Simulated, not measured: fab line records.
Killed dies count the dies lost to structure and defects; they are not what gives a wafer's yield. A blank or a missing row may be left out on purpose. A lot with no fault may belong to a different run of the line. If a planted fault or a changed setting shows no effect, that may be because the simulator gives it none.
Which tool did it? -- flow n5 finfet -- Sampling: 11 lots, 32 wafers, 5 of 1938 route steps

== WHAT EACH GAUGE READ, for each wafer ==
N5_ILD0_THK_MEAS_08. Usual: thk nm 138.4 nm, standard deviation 1.1.
lot,measured,on,thk nm (nm),flag
L403,day 3 19:52,film metro-01,139.9 139.0 139.1,
L404,day 4 00:37,film metro-01,137.1 138.4 140.7,
L405,day 4 08:01,film metro-02,138.2 137.1 138.0,
L406,day 4 13:45,film metro-02,136.7 137.6 136.6,
L407,day 4 21:29,film metro-01,139.5 137.9 138.4,
L408,day 5 06:16,film metro-02,135.9 136.9,
L409,day 5 10:28,film metro-02,138.8 137.6 138.8,
L418,day 7 12:17,film metro-01,136.9 137.3 139.0,
L420,day 7 23:27,film metro-02,138.0 138.4 138.1,
L422,day 8 17:13,film metro-01,139.4 139.7 138.4,
L423,day 8 20:05,film metro-01,139.6 136.9 137.3,

N5_SDB_CD_MEAS_11: the cd target is 50 nm. Usual: cd nm 49.8 nm, standard deviation 1.1.
lot,measured,on,cd nm (nm),flag
L403,day 4 00:01,cd sem-01,49.4 49.8 50.0,
L404,day 4 04:21,cd sem-03,48.5 49.0 49.2,
L405,day 4 11:45,cd sem-01,49.9 49.3 49.0,
L406,day 4 17:44,cd sem-02,50.1 51.0 49.5,
L407,day 5 01:13,cd sem-01,48.3 48.2 50.1,
L408,day 5 10:00,cd sem-01,49.0 49.5,
L409,day 5 14:07,cd sem-03,51.1 49.8 50.0,
L418,day 7 16:01,cd sem-01,49.5 49.5 50.0,
L420,day 8 03:03,cd sem-02,49.9 50.4 51.0,
L422,day 8 23:54,cd sem-03,50.7 49.8 48.8,
L423,day 8 23:56,cd sem-02,49.0 47.3 48.1,

N5_BEOL_M4_RC_MEAS_101. Usual: DIBL_N 35.8 mV/V, standard deviation 1.5; DIBL_P 35.9 mV/V, standard deviation 1.8; IOFF_N 0.152 nA/um, standard deviation 0.025; IOFF_P 0.21 nA/um, standard deviation 0.031; ION_N 672 uA/um, standard deviation 11; ION_P 462 uA/um, standard deviation 7.4; SS_N 71.5 mV/dec, standard deviation 0.52; SS_P 73.2 mV/dec, standard deviation 0.54; VT_N 250 mV, standard deviation 3; VT_P -250 mV, standard deviation 3.3.
lot,measured,on,DIBL_N (mV/V),DIBL_P (mV/V),IOFF_N (nA/um),IOFF_P (nA/um),ION_N (uA/um),ION_P (uA/um),SS_N (mV/dec),SS_P (mV/dec),VT_N (mV),VT_P (mV),flag
L403,day 7 22:11,prober-01,35.7 38.0 37.1,36.5 38.4 37.1,0.146 0.192 0.176,0.19 0.21 0.20,670 672 682,454 457 455,72.9 73.0 72.7,72.9 73.7 73.0,251 250 251,-253 -249 -249,
L404,day 8 10:56,prober-02,37.5 38.5 35.5,36.4 38.3 34.8,0.161 0.195 0.131,0.23 0.27 0.20,675 690 665,467 474 465,71.4 72.0 71.7,73.3 73.9 73.3,249 244 251,-247 -245 -248,
L405,day 8 10:41,prober-01,34.4 37.0 36.8,31.2 34.5 34.3,0.096 0.137 0.137,0.13 0.18 0.18,655 672 669,449 458 458,70.5 71.1 71.2,72.3 73.2 73.1,261 253 251,-260 -254 -255,
L406,day 9 07:46,prober-01,33.9 34.9 34.1,34.8 35.9 35.4,0.122 0.143 0.125,0.16 0.17 0.16,670 674 665,457 452 459,70.9 70.7 71.5,72.9 73.0 72.6,250 251 251,-254 -252 -256,
L407,day 9 10:22,prober-02,36.1 36.7 36.1,34.1 34.2 35.3,0.143 0.153 0.155,0.20 0.20 0.22,678 659 664,465 449 461,71.3 71.6 70.4,73.3 73.1 73.9,251 249 248,-249 -247 -247,
L408,day 10 03:01,prober-02,36.8 37.5,38.6 38.5,0.155 0.170,0.19 0.20,678 676,459 463,71.0 70.9,73.4 73.9,252 251,-252 -254,
L409,day 9 17:10,prober-02,37.0 37.5 35.0,36.6 37.7 33.7,0.143 0.146 0.112,0.19 0.19 0.14,670 665 661,459 453 450,71.6 71.9 71.4,73.8 74.1 72.9,252 254 256,-255 -255 -259,
L418,day 11 23:43,prober-01,37.7 36.0 36.5,38.6 35.8 38.0,0.218 0.172 0.196,0.29 0.23 0.28,700 676 706,484 465 489,72.0 71.6 72.4,74.3 72.8 73.7,244 245 245,-243 -248 -243,
L420,day 12 07:54,prober-02,35.5 34.3 34.1,37.1 37.2 36.0,0.182 0.175 0.154,0.24 0.24 0.21,682 694 675,460 471 460,71.9 71.1 71.2,73.3 72.5 72.7,247 245 250,-247 -250 -248,
L422,day 13 01:29,prober-01,34.0 33.5 34.8,34.4 34.2 36.0,0.141 0.127 0.159,0.21 0.20 0.24,664 648 689,463 457 473,72.0 70.8 71.4,73.1 72.4 73.4,252 253 249,-247 -247 -246,
L423,day 13 12:31,prober-02,33.7 33.9 34.5,34.6 34.2 34.7,0.135 0.133 0.145,0.20 0.19 0.20,662 664 653,465 455 455,71.3 71.8 71.4,72.6 73.0 73.2,251 253 254,-249 -251 -252,

== WHAT TOOL EACH LOT RAN ON (gives the tool, then ch and the chambers of the sampled wafers, and finally the start) ==
lot,N5_HKMG_FIN_COAT_43,N5_HKMG_FIN_CVD_62
L403,"litho track-04 ch 0, day 4 05:49","thermal cvd si-02 ch 0,1,2, day 4 07:59"
L404,"litho track-02 ch 0, day 4 09:39","thermal cvd si-01 ch 0,1,2, day 4 11:42"
L405,"litho track-02 ch 0, day 4 16:58","thermal cvd si-02 ch 0,2, day 4 19:09"
L406,"litho track-02 ch 0, day 4 22:55","thermal cvd si-01 ch 0,1,2, day 5 00:58"
L407,"litho track-03 ch 0, day 5 06:56","thermal cvd si-02 ch 0,1,2, day 5 09:27"
L408,"litho track-02 ch 0, day 5 16:10","thermal cvd si-01 ch 0,1, day 5 18:24"
L409,"litho track-02 ch 0, day 5 19:46","thermal cvd si-02 ch 0,1, day 5 22:13"
L418,"litho track-03 ch 0, day 7 21:07","thermal cvd si-01 ch 0,1,2, day 7 23:19"
L420,"litho track-04 ch 0, day 8 08:28","thermal cvd si-01 ch 0,1,2, day 8 10:42"
L422,"litho track-04 ch 0, day 9 05:49","thermal cvd si-01 ch 0,1, day 9 08:13"
L423,"litho track-03 ch 0, day 9 05:59","thermal cvd si-02 ch 0,1, day 9 08:37"
- N5_HKMG_FIN_COAT_43: resist thk 90 nm.
- N5_HKMG_FIN_CVD_62: deposits a-Si from Si2H6, target thk 3 nm, time 20.8 s.

== AS READ BY THE TOOLS THEMSELVES (means over the sampled wafers that have a number; for cases with no such wafer, the mark the record gives instead) ==
N5_HKMG_FIN_COAT_43. Usual: spin speed rpm 1499.8 rpm, standard deviation 0.82.
lot,tool,spin speed rpm (rpm),flag
L403,litho track-04,1499.7,
L404,litho track-02,1501.0,
L405,litho track-02,1500.5,
L406,litho track-02,1499.4,
L407,litho track-03,1499.1,
L408,litho track-02,1500.2,
L409,litho track-02,1500.3,
L418,litho track-03,1500.1,
L420,litho track-04,1581.7,OFF
L422,litho track-04,1581.9,OFF
L423,litho track-03,1499.8,

N5_HKMG_FIN_CVD_62. Usual: heater power w 1428 W, standard deviation 180.
lot,tool,heater power w (W),flag
L403,thermal cvd si-02,1324,
L404,thermal cvd si-01,1559,
L405,thermal cvd si-02,1328,
L406,thermal cvd si-01,1553,
L407,thermal cvd si-02,1313,
L408,thermal cvd si-01,1534,
L409,thermal cvd si-02,1306,
L418,thermal cvd si-01,1537,
L420,thermal cvd si-01,1556,
L422,thermal cvd si-01,1630,
L423,thermal cvd si-02,1306,

== THE ANSWER, worked out from the rows above alone ==
Rule: a lot counts as off when the mean over its wafers that have a number is more than 3 standard deviations away from the usual mean. Also off: a lot with no number at a reading for which 4 or more lots have one. Where the step has rows for the other lots, those lots are counted as sound. After the gauges, taken in route order, come the tools' own readings; for these a lot's mean is taken, as printed above. The first step at which some lot is off is used, and at that step the reading that is off furthest; a lot without a number counts as furthest.
Off, at N5_HKMG_FIN_COAT_43 on spin speed rpm: L420, L422.
A tool fits if, at that step or a process step before it, it ran every lot that is off, and no sound lot after the first of them. One fits: litho track-04 at N5_HKMG_FIN_COAT_43. Its last sound lot is L403 (day 4 05:49), its first lot that is off L420 (day 8 08:28): a fault that began between those two fits.
The tool's own readings at N5_HKMG_FIN_COAT_43 bear it out: on the lots that are off they differ by more than 5 times the standard deviation of the sound lots' means. spin speed rpm reads 1581.8 rpm there against 1500.0 rpm on the sound lots.

== WHAT THE SIMULATOR PUT IN ==
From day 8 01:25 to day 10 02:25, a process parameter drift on litho track-04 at N5_HKMG_FIN_COAT_43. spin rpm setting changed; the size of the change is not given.
Lots struck among those shown: L420, L422. The same result came from the rule above.
